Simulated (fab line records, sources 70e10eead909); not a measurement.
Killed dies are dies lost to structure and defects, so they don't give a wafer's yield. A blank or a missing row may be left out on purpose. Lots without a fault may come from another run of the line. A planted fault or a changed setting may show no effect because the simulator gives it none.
Chamber matching | flow nand_harc | NHARC_A_M0_ETCH_34 on rie_diel-10: 4 sister chambers
The step etches the open film in N2/H2, target depth 40 nm, overetch 12 nm, time 43.94 s. 4 wafers are shown with their chamber, then 8 later ones without.

WAFERS WITH THEIR CHAMBER
wafer  | chamber | showerhead_plenum_p_Torr (Torr)
L085.4 | 0       | 2.02
L092.4 | 3       | 2.03
L092.6 | 1       | 2.17
L094.2 | 2       | 2.05

WAFERS WITHOUT THEIR CHAMBER
wafer  | showerhead_plenum_p_Torr (Torr)
L094.3 | 2.17
L094.4 | 2.17
L096.3 | 2.01
L096.4 | 2.01
L096.5 | 2.17
L097.3 | 2.17
L097.5 | 2.05
L097.6 | 2.03

WHICH CHAMBER EACH WENT THROUGH
wafer  | from the rows above     | in truth
L094.3 | 1                       | 1
L094.4 | 1                       | 1
L096.3 | can't be placed: 0 or 3 | 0
L096.4 | can't be placed: 0 or 3 | 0
L096.5 | 1                       | 1
L097.3 | 1                       | 1
L097.5 | 2                       | 2
L097.6 | can't be placed: 3 or 0 | 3
Placed correctly: 5 of 8. Can't be placed from these rows: 3 (the true chamber is among the candidates in 3). Placed wrongly: 0.
How it was worked out, from the rows above alone: a wafer's distance from a chamber is the root of the sum, over the readings, of the square of ((its reading less the chamber's mean) divided by the reading's scatter). The wafer belongs to the nearest chamber; if the next one is less than 2 further off, it can't be placed. A chamber's mean is the mean of its shown wafers. The scatter: with one shown wafer a chamber, the root of the mean of the squares of how far each hidden wafer lies from its nearest shown one.
